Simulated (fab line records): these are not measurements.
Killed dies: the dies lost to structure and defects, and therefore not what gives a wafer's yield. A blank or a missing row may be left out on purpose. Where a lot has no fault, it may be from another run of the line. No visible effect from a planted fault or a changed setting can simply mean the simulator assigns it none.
Matching of chambers / flow nand-harc / rie-diel-12 running NHARC_P_M1_ETCH_35: 4 sister chambers
The step etches the open film in N2/H2, target depth 40 nm, overetch 12 nm, time 43.94 s. 8 wafers are shown with their chamber, then 9 later ones without.

WAFERS WITH THEIR CHAMBER
wafer=L075.5; chamber=1; rf-vpp-V (V)=427.1; oes-product-au (a.u.)=0.998
wafer=L084.6; chamber=1; rf-vpp-V (V)=424.6; oes-product-au (a.u.)=0.995
wafer=L085.2; chamber=0; rf-vpp-V (V)=429.8; oes-product-au (a.u.)=1.013
wafer=L085.3; chamber=3; rf-vpp-V (V)=430.9; oes-product-au (a.u.)=1.001
wafer=L085.5; chamber=2; rf-vpp-V (V)=426.8; oes-product-au (a.u.)=0.974
wafer=L090.4; chamber=2; rf-vpp-V (V)=427.8; oes-product-au (a.u.)=0.995
wafer=L090.5; chamber=0; rf-vpp-V (V)=428.6; oes-product-au (a.u.)=1.009
wafer=L090.6; chamber=3; rf-vpp-V (V)=429.7; oes-product-au (a.u.)=0.987

WAFERS WHOSE CHAMBER IS MISSING
wafer=L091.3; rf-vpp-V (V)=426.7; oes-product-au (a.u.)=0.997
wafer=L091.4; rf-vpp-V (V)=430.2; oes-product-au (a.u.)=0.982
wafer=L091.5; rf-vpp-V (V)=427.3; oes-product-au (a.u.)=0.989
wafer=L094.1; rf-vpp-V (V)=426.9; oes-product-au (a.u.)=0.998
wafer=L094.3; rf-vpp-V (V)=429.1; oes-product-au (a.u.)=0.995
wafer=L094.6; rf-vpp-V (V)=426.3; oes-product-au (a.u.)=0.982
wafer=L096.2; rf-vpp-V (V)=427.9; oes-product-au (a.u.)=1.002
wafer=L096.4; rf-vpp-V (V)=426.6; oes-product-au (a.u.)=0.983
wafer=L096.5; rf-vpp-V (V)=427.2; oes-product-au (a.u.)=0.997

CHAMBER TAKEN BY EACH
wafer=L091.3; from the rows above=can't be placed: 1 or 2 or 0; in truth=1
wafer=L091.4; from the rows above=can't be placed: 3 or 2 or 0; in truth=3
wafer=L091.5; from the rows above=can't be placed: 2 or 1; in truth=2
wafer=L094.1; from the rows above=can't be placed: 1 or 2 or 0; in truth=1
wafer=L094.3; from the rows above=can't be placed: 3 or 0 or 2 or 1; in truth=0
wafer=L094.6; from the rows above=can't be placed: 2 or 1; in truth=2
wafer=L096.2; from the rows above=can't be placed: 0 or 1 or 2 or 3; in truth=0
wafer=L096.4; from the rows above=can't be placed: 2 or 1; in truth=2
wafer=L096.5; from the rows above=can't be placed: 1 or 2 or 0 or 3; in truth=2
0 of 9 placed correctly. Cannot be placed on the basis of these rows: 9; the candidates contain the true chamber in 9. 0 placed wrongly.
How it was worked out, from the rows above alone: a wafer's distance from a chamber is the root of the sum, over the readings, of the square of ((its reading less the chamber's mean) divided by the reading's scatter). If the next closest chamber is less than 2 further off than the closest, the wafer can't be placed; otherwise it belongs to the closest. For every chamber, the mean is computed from those of its wafers that are shown. The scatter: the root of (the sum of the squares of (reading less its chamber's mean) over the shown wafers, divided by (wafers less chambers)).
